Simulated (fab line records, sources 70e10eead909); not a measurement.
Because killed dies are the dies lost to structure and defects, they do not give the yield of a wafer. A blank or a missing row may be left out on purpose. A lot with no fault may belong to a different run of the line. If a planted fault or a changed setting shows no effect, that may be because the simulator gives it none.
Comparing a struck lot with a sound one	flow nandHarc	13 out of 1302 route steps
Sound: these wafers, L393.1, L393.3, L393.6. The struck wafers were L384.1, L384.2, L384.3. Last of all comes the cause.
At each step with rows: each side's tool, then ch and its chambers, then its first start. Under that, the readings that differ: sound wafers	struck wafers	difference of the means	sigmas: that difference in standard deviations of wafers without a fault.
alike: readings whose means differ by less than 2 such deviations, and words and numbers that are the same on both sides. not compared: withheld readings, readings that some wafer has no value for, bounds like >300 that may hide the same value, and numbers for which the record gives no deviation and whose values overlap.
Wherever a step has rows on one side only, a row that says differs or no value, or a row with sigmas, the two part there. Numbers that have no deviation but don't overlap get no sigmas and don't part them. A reading that every wafer of one side lacks parts them only if that side has two wafers or more.

first, 9 steps without rows for these wafers: NHARC_A_STAIRCASE_DEHYDRATE_158 (time 120 s); NHARC_A_STAIRCASE_HMDS_159 (time 30 s); NHARC_A_STAIRCASE_COAT_160; NHARC_A_STAIRCASE_SOFTBAKE_161 (time 170 s); NHARC_A_STAIRCASE_EBR_162; NHARC_A_STAIRCASE_EXPOSE_163 (exposes mask STAIR OPEN); NHARC_A_STAIRCASE_PEB_164 (peb time 130 s); NHARC_A_STAIRCASE_DEVELOP_165 (time 140 s); NHARC_A_STAIRCASE_HARDBAKE_167 (time 140 s).
NHARC_A_STAIRCASE_DESCUM_168: chemistry O2, time 3 s.
  sound on rieDiel-09 ch 1,2, day 22 17:27; struck on rieDiel-05 ch 0,2,3, day 18 18:29
  alike: chamberPressureMTorr, drypumpMotorCurrentA, mfcArSccm, oesProductAu, rfVppV, showerheadPlenumPTorr, throttleValvePct
  not compared: rfHoursCounterH
NHARC_A_STAIRCASE_ETCH_169: etches the open film in CH3F/O2, target depth 50 nm, time 107.1 s.
  sound on rieDiel-09 ch 2,3, day 22 17:32; struck on rieDiel-05 ch 0,1,3, day 18 18:34
  alike: chamberPressureMTorr, drypumpMotorCurrentA, mfcArSccm, oesProductAu, rfFwdPowerW, rfVppV, showerheadPlenumPTorr, throttleValvePct
  not compared: rfHoursCounterH
NHARC_A_STAIRCASE_ETCH_170: etches the open film in C4F6/O2, target depth 200 nm, time 66.667 s.
  sound on rieDiel-09 ch 1,2,3, day 22 17:39; struck on rieDiel-05 ch 0,1,2, day 18 18:41
reading	sound	struck	difference	sigmas
oesProductAu (a.u.)	0.955 0.962 0.985	0.702 0.715 0.710	-0.258	-17
  alike: c4f6FlowSccm, chamberPressureMTorr, drypumpMotorCurrentA, mfcArSccm, rfFwdPowerW, rfVppV, showerheadPlenumPTorr, throttleValvePct
  not compared: rfHoursCounterH
NHARC_A_STAIRCASE_STRIP_171: strips in O2.
  sound on plasmaAsher-02 ch 0,1, day 22 17:55; struck on plasmaAsher-01 ch 0,1, day 18 18:49
  alike: drypumpMotorCurrentA, heaterPowerW
  not compared: rfHoursCounterH

WHERE THEY PART
At NHARC_A_STAIRCASE_ETCH_170 and nowhere else, as far as this record goes. Later steps at which nothing parts them and some readings are alike: NHARC_A_STAIRCASE_STRIP_171.

WHY: what the simulator had put in
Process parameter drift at NHARC_A_STAIRCASE_ETCH_170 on rieDiel-05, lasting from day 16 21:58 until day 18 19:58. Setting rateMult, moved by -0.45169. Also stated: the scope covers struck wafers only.
